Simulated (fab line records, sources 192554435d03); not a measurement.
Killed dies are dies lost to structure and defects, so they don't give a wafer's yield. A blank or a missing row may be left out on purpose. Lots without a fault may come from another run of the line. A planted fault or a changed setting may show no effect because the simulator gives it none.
Chamber matching | flow n5_finfet | N5_BEOL_M3_DESCUM_33 on rie_diel-01: 4 sister chambers
The step chemistry O2, time 7 s. 8 wafers are shown with their chamber, then 11 later ones without.

WAFERS WITH THEIR CHAMBER
wafer  | chamber | showerhead_plenum_p_Torr (Torr) | throttle_valve_pct (%)
L077.1 | 2       | 2.05                            | 20.25
L077.3 | 3       | 2.16                            | 20.08
L077.6 | 3       | 2.16                            | 20.10
L085.4 | 2       | 2.04                            | 20.27
L089.2 | 1       | 1.98                            | 20.80
L089.3 | 0       | 2.23                            | 20.45
L089.6 | 1       | 1.98                            | 20.79
L093.1 | 0       | 2.23                            | 20.45

WAFERS WITHOUT THEIR CHAMBER
wafer  | showerhead_plenum_p_Torr (Torr) | throttle_valve_pct (%)
L093.2 | 2.04                            | 20.30
L093.3 | 2.15                            | 20.13
L093.4 | 1.98                            | 20.79
L093.5 | 2.23                            | 20.45
L093.6 | 1.98                            | 20.81
L094.2 | 2.04                            | 20.30
L094.3 | 2.23                            | 20.46
L094.5 | 2.04                            | 20.30
L095.1 | 2.23                            | 20.47
L095.2 | 1.98                            | 20.80
L095.4 | 2.04                            | 20.29

WHICH CHAMBER EACH WENT THROUGH
wafer  | from the rows above | in truth
L093.2 | 2                   | 2
L093.3 | 3                   | 3
L093.4 | 1                   | 1
L093.5 | 0                   | 0
L093.6 | 1                   | 1
L094.2 | 2                   | 2
L094.3 | 0                   | 0
L094.5 | 2                   | 2
L095.1 | 0                   | 0
L095.2 | 1                   | 1
L095.4 | 2                   | 2
Placed correctly: 11 of 11. Can't be placed from these rows: 0. Placed wrongly: 0.
How it was worked out, from the rows above alone: a wafer's distance from a chamber is the root of the sum, over the readings, of the square of ((its reading less the chamber's mean) divided by the reading's scatter). The wafer belongs to the nearest chamber; if the next one is less than 2 further off, it can't be placed. A chamber's mean is the mean of its shown wafers. The scatter: the root of (the sum of the squares of (reading less its chamber's mean) over the shown wafers, divided by (wafers less chambers)).
